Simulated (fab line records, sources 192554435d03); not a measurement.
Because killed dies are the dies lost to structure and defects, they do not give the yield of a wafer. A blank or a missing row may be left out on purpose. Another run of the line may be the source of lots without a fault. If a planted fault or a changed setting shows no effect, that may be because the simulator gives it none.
Split-lot experiment -- flow n5_finfet -- 21 wafers read across 7 lots, on a route 1938 steps long

THE SPLIT ITSELF
At N5_MOL_CONTACT_COAG_ETCH_47 (etches SiNx in CH3F/O2, stops on W, target depth 27 nm), the setting over_etch_frac was moved away from the recipe's 0.2 on 10 of the 21 wafers read, by -6.3% to +5.4%. For the rest of the wafers, this setting stayed at what the recipe calls for.

Reading taken at the split's own step.

THE READING
etch.over_etch_s (the simulator's own value, which no gauge read), in s, at N5_MOL_CONTACT_COAG_ETCH_47 (etches SiNx in CH3F/O2, stops on W, target depth 27 nm). There is no usual value for it anywhere in the file. The 11 wafers here that ran the recipe average 5.182 s, standard deviation 0.063 s.

wafer,"tool, chamber at the split",over_etch_frac as run,against the recipe,"etch.over_etch_s, s",against lot-mates on the recipe
L074.2,"rie_diel-04, 0",0.1874,-6.3%,4.97,-0.285
L074.3,"rie_diel-04, 3",0.1874,-6.3%,4.863,-0.392
L074.6,"rie_diel-04, 2",0.2,recipe,5.255,-
L081.3,"rie_diel-01, 0",0.205,+2.5%,5.262,+0.097
L081.4,"rie_diel-01, 3",0.205,+2.5%,5.311,+0.146
L081.6,"rie_diel-01, 0",0.2,recipe,5.165,-
L084.1,"rie_diel-01, 3",0.2109,+5.4%,5.418,+0.300
L084.3,"rie_diel-01, 2",0.2109,+5.4%,5.38,+0.262
L084.4,"rie_diel-01, 0",0.2,recipe,5.118,-
L087.1,"rie_diel-01, 3",0.1899,-5.0%,4.89,-0.184
L087.2,"rie_diel-01, 2",0.2,recipe,5.074,-
L087.5,"rie_diel-01, 2",0.1899,-5.0%,4.85,-0.224
L090.2,"rie_diel-06, 2",0.2,recipe,5.117,-
L090.5,"rie_diel-06, 3",0.2,recipe,5.148,-
L090.6,"rie_diel-06, 0",0.2,recipe,5.269,-
L091.1,"rie_diel-06, 2",0.1953,-2.4%,5.04,-0.149
L091.3,"rie_diel-06, 3",0.2,recipe,5.189,-
L091.6,"rie_diel-06, 2",0.1953,-2.4%,4.984,-0.205
L093.2,"rie_diel-06, 3",0.2,recipe,5.195,-
L093.3,"rie_diel-06, 1",0.2,recipe,5.191,-
L093.4,"rie_diel-06, 0",0.2,recipe,5.276,-

FIT RESULTS
A straight line over all 21 wafers: etch.over_etch_s changes by +0.0469 s for each +1% of over_etch_frac; r = +0.93; the points scatter about the line by 0.062 s.
The same after taking each lot's own level away (the mean of its wafers on the recipe; 21 wafers): +0.0506 s for each +1%; r = +0.96; scatter 0.046 s.
That fit puts the effect of the largest move of over_etch_frac on the reading at 0.32 s.
From 5.0740 to 5.2550 s: that is the span of the lots' own levels, equal to 2.9 times the standard deviation above.
Consequently the slope shifts little with the lot-to-lot level, the two slopes agreeing.
Check: with one of the wafers moved furthest among these (-6.3%) left out of the fit, the line predicts -0.331 s for it against its lot-mates. Against them it came out at -0.285 s.

OTHER SPLITS APPLIED TO THESE WAFERS
These wafers also went through other splits before the reading. Each is held against what the fit with the lots' levels taken away leaves over:
other split on the same wafers,wafers away from the commonest value,r with etch.over_etch_s (lot level and that fit taken away)
N5_GATE_CUT_COAT_27 spin_rpm,6,+0.08
N5_MOL_CONTACT_COAG_COAT_76 spin_rpm,9,-0.20

FILE'S OWN FIT
etch.over_etch_s changes by +0.0508 s for each +1% of over_etch_frac, r = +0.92.
